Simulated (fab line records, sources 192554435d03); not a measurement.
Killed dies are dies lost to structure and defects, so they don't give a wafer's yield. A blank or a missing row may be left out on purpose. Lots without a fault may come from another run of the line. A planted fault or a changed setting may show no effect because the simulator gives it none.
Which tool did it? | flow n5_finfet | 24 lots, 72 wafers sampled, at 2 steps of a route of 1938

WHAT THE GAUGES READ, wafer by wafer
N5_BEOL_M10_CD_MEAS_28: target cd 70 nm. Usual: cd_nm 70.2 nm, standard deviation 1.2.
lot  | measured     | on        | cd_nm (nm)     | flag
L074 | day 10 12:19 | cd_sem-03 | 69.6 68.8 68.5 |
L076 | day 10 22:52 | cd_sem-01 | 70.4 71.1 69.6 |
L075 | day 11 05:55 | cd_sem-01 | 72.8 71.2 70.8 |
L078 | day 11 05:44 | cd_sem-02 | 70.0 72.5 70.1 |
L077 | day 11 15:28 | cd_sem-01 | 70.2 71.3 70.2 |
L081 | day 11 18:21 | cd_sem-01 | 70.8 71.7 71.8 |
L080 | day 12 02:59 | cd_sem-01 | 68.8 70.1 70.7 |
L079 | day 12 11:49 | cd_sem-02 | 71.0 71.1 71.6 |
L083 | day 13 05:49 | cd_sem-02 | 71.2 69.8 69.2 |
L084 | day 13 08:17 | cd_sem-03 | 69.1 69.4 67.9 |
L082 | day 13 10:51 | cd_sem-01 | 70.9 68.2 70.5 |
L086 | day 13 11:01 | cd_sem-01 | 71.2 73.2 72.8 |
L088 | day 13 11:11 | cd_sem-03 | 70.9 69.4 69.9 |
L085 | day 13 12:52 | cd_sem-03 | 68.1 68.7 68.5 |
L089 | day 13 19:38 | cd_sem-02 | 69.1 71.5 69.0 |
L087 | day 13 23:05 | cd_sem-03 | 71.3 70.2 70.0 |
L090 | day 14 07:56 | cd_sem-03 | 71.3 68.9 69.2 |
L091 | day 14 15:24 | cd_sem-02 | 71.6 69.9 69.8 |
L092 | day 15 07:23 | cd_sem-01 | 68.3 67.2 68.9 |
L093 | day 15 17:44 | cd_sem-02 | 70.1 72.1 71.1 |
L097 | day 16 04:21 | cd_sem-02 | 69.6 69.4 69.2 |
L096 | day 16 14:28 | cd_sem-02 | 69.4 71.3 70.8 |
L094 | day 16 14:49 | cd_sem-03 | 72.0 70.8 69.7 |
L095 | day 17 07:11 | cd_sem-02 | 70.4 70.7 71.9 |

WHICH TOOL RAN EACH LOT (tool, then ch and the chambers of the sampled wafers, then the start)
lot  | N5_BEOL_M10_HM_OPEN_17
L074 | rie_metal-02 ch 0,1, day 10 10:33
L076 | rie_metal-03 ch 0, day 10 22:06
L075 | rie_metal-03 ch 0,1, day 11 03:33
L078 | rie_metal-03 ch 0,1, day 11 03:41
L077 | rie_metal-02 ch 0,1, day 11 11:36
L081 | rie_metal-02 ch 0,1, day 11 16:54
L080 | rie_metal-01 ch 0,1, day 12 02:16
L079 | rie_metal-03 ch 1, day 12 10:59
L083 | rie_metal-03 ch 0,1, day 13 05:11
L084 | rie_metal-02 ch 1, day 13 07:40
L082 | rie_metal-03 ch 0,1, day 13 09:09
L086 | rie_metal-02 ch 0,1, day 13 09:38
L088 | rie_metal-03 ch 0,1, day 13 09:54
L085 | rie_metal-03 ch 0,1, day 13 12:11
L089 | rie_metal-03 ch 0,1, day 13 18:20
L087 | rie_metal-01 ch 0,1, day 13 21:51
L090 | rie_metal-01 ch 1, day 14 05:00
L091 | rie_metal-02 ch 0,1, day 14 13:34
L092 | rie_metal-01 ch 0,1, day 15 05:23
L093 | rie_metal-02 ch 0,1, day 15 15:35
L097 | rie_metal-02 ch 0, day 15 23:41
L096 | rie_metal-01 ch 0,1, day 16 14:00
L094 | rie_metal-03 ch 0,1, day 16 14:14
L095 | rie_metal-02 ch 0,1, day 17 04:59
- N5_BEOL_M10_HM_OPEN_17: chemistry Cl2/BCl3, target TiN, target depth 20 nm, overetch 6 nm.

WHAT THE TOOLS THEMSELVES READ (means of the sampled wafers that have a number; where no wafer has one, the mark that the record gives instead)
N5_BEOL_M10_HM_OPEN_17. Usual: bias_w 126.0 W, standard deviation 0.35; drypump_motor_current_A 5.7 A, standard deviation 0.43; oes_product_au 0.69 a.u., standard deviation 0.042; throttle_valve_pct 21.97 %, standard deviation 0.23.
lot  | tool         | bias_w (W) | drypump_motor_current_A (A) | oes_product_au (a.u.) | throttle_valve_pct (%) | flag
L074 | rie_metal-02 | 125.6      | 5.2                         | 0.76                  | 21.75                  |
L076 | rie_metal-03 | 125.6      | 6.3                         | 0.70                  | 21.85                  |
L075 | rie_metal-03 | 126.1      | 6.0                         | 0.67                  | 22.11                  |
L078 | rie_metal-03 | 126.3      | 6.0                         | 0.68                  | 22.09                  |
L077 | rie_metal-02 | 126.0      | 5.2                         | 0.75                  | 21.76                  |
L081 | rie_metal-02 | 126.2      | 5.3                         | 0.73                  | 21.96                  |
L080 | rie_metal-01 | 126.3      | 6.0                         | 0.65                  | 21.97                  |
L079 | rie_metal-03 | 125.9      | 5.8                         | 0.66                  | 22.23                  |
L083 | rie_metal-03 | 125.8      | 6.0                         | 0.67                  | 22.10                  |
L084 | rie_metal-02 | 125.9      | 5.3                         | 0.70                  | 22.16                  |
L082 | rie_metal-03 | 126.1      | 6.0                         | 0.67                  | 22.11                  |
L086 | rie_metal-02 | 126.2      | 5.2                         | 0.73                  | 21.77                  |
L088 | rie_metal-03 | 125.6      | 6.2                         | 0.69                  | 21.96                  |
L085 | rie_metal-03 | 125.7      | 6.1                         | 0.68                  | 21.97                  |
L089 | rie_metal-03 | 126.3      | 6.2                         | 0.68                  | 21.99                  |
L087 | rie_metal-01 | 126.3      | 5.8                         | 0.67                  | 22.06                  |
L090 | rie_metal-01 | 126.0      | 5.6                         | 0.69                  | 22.14                  |
L091 | rie_metal-02 | 126.1      | 5.2                         | 0.72                  | 21.78                  |
L092 | rie_metal-01 | 126.0      | 6.0                         | 0.63                  | 21.99                  |
L093 | rie_metal-02 | 125.9      | 5.3                         | 0.71                  | 21.98                  |
L097 | rie_metal-02 | 126.2      | 5.2                         | 0.74                  | 21.58                  |
L096 | rie_metal-01 | 125.8      | 5.9                         | 0.63                  | 22.01                  |
L094 | rie_metal-03 | 125.9      | 6.1                         | 0.67                  | 22.01                  |
L095 | rie_metal-02 | 126.0      | 5.2                         | 0.71                  | 21.79                  |

THE ANSWER, worked out from the rows above alone
Rule: a lot is off if the mean of its wafers that have a number lies more than 3 standard deviations from the usual mean. A lot without any number at a reading at which 4 lots or more have one is off too. The other lots that the step has rows for count as sound. The gauges are gone through in route order, then the tools' own readings, and for those a lot's mean is taken as printed above. The first step at which some lot is off is used, and at that step the reading that is off furthest; a lot without a number counts as furthest.
No lot is off at any reading shown: from this, nothing can be told.

WHAT THE SIMULATOR HAD PUT IN
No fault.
